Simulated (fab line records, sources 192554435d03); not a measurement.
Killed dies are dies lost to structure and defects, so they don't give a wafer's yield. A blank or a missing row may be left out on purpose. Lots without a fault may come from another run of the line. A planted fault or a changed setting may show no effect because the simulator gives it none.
Which tool did it? | flow n5_finfet | 7 lots, 19 wafers sampled, at 4 steps of a route of 1938

WHAT THE GAUGES READ, wafer by wafer
N5_BEOL_M13_OCD_MEAS_35.
lot  | measured     | on     | trench_depth_nm (nm)
L764 | day 10 15:41 | ocd-02 | 411 422 408
L765 | day 10 16:19 | ocd-01 | 413 404 404
L769 | day 11 20:10 | ocd-01 | 410 417 414
L783 | day 16 00:20 | ocd-02 | 406 309
L782 | day 16 15:43 | ocd-01 | 308 406
L785 | day 16 20:58 | ocd-02 | 412 417 415
L786 | day 17 05:23 | ocd-01 | 414 410 412

WHICH TOOL RAN EACH LOT (tool, then ch and the chambers of the sampled wafers, then the start)
lot  | N5_BEOL_M13_DESCUM_15              | N5_BEOL_M13_ETCH_59                | N5_BEOL_M13_TRENCH_ETCH_34
L764 | rie_diel-03 ch 0,3, day 10 14:10   | rie_diel-03 ch 0,3, day 10 14:12   | rie_diel-01 ch 0,2,3, day 10 15:31
L765 | rie_diel-01 ch 1,2, day 10 14:19   | rie_diel-01 ch 1,2, day 10 14:20   | rie_diel-01 ch 0,2,3, day 10 16:08
L769 | rie_diel-03 ch 0,1,3, day 11 18:38 | rie_diel-03 ch 0,1,3, day 11 18:41 | rie_diel-02 ch 0,1,3, day 11 20:00
L783 | rie_diel-01 ch 1,2, day 15 22:23   | rie_diel-01 ch 1,2, day 15 22:25   | rie_diel-01 ch 0,3, day 16 00:09
L782 | rie_diel-03 ch 2, day 16 14:04     | rie_diel-03 ch 2, day 16 14:06     | rie_diel-01 ch 0,1, day 16 15:32
L785 | rie_diel-03 ch 0,1, day 16 19:15   | rie_diel-03 ch 0,1, day 16 19:17   | rie_diel-02 ch 0,1,2, day 16 20:47
L786 | rie_diel-01 ch 2,3, day 17 03:35   | rie_diel-01 ch 2,3, day 17 03:37   | rie_diel-02 ch 2,3, day 17 05:13
- N5_BEOL_M13_DESCUM_15: chemistry O2, time 7.9 s.
- N5_BEOL_M13_ETCH_59: etches BARC in N2/H2, target depth 89 nm, overetch 26.7 nm, time 67.9 s.
- N5_BEOL_M13_TRENCH_ETCH_34: etches SiOC in C4F8/O2/Ar, target depth 413.47 nm, time 162.6 s.

THE ANSWER, worked out from the rows above alone
Rule: what is usual is taken from the lots themselves. Put in order of their means at a reading, lots are off if they are a third of the lots or fewer, leave a main group of 4 or more, and stand apart from it by a gap of 3 or more times the standard deviation of the main group's means; of several such gaps the widest counts. A main group whose means are all the same, to the digits that the tables above print for the reading, isn't used. A lot without any number at a reading at which 4 lots or more have one is off too. The other lots that the step has rows for count as sound.
Off: L783, L782, at N5_BEOL_M13_OCD_MEAS_35 (trench_depth_nm). The main group: mean 412 nm, standard deviation 2.7.
A tool fits if, at a process step before that reading, it ran every lot that is off, and no sound lot after the first of them. The gauges at N5_BEOL_M13_OCD_MEAS_35 are tried like those tools. One fits: rie_diel-01 at N5_BEOL_M13_TRENCH_ETCH_34. Its last sound lot is L765 (day 10 16:08), its first lot that is off L783 (day 16 00:09): a fault that began between those two fits.

WHAT THE SIMULATOR HAD PUT IN
Process parameter drift: rie_diel-01, from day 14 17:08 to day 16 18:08, at N5_BEOL_M13_TRENCH_ETCH_34. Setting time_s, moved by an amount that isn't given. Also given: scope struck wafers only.
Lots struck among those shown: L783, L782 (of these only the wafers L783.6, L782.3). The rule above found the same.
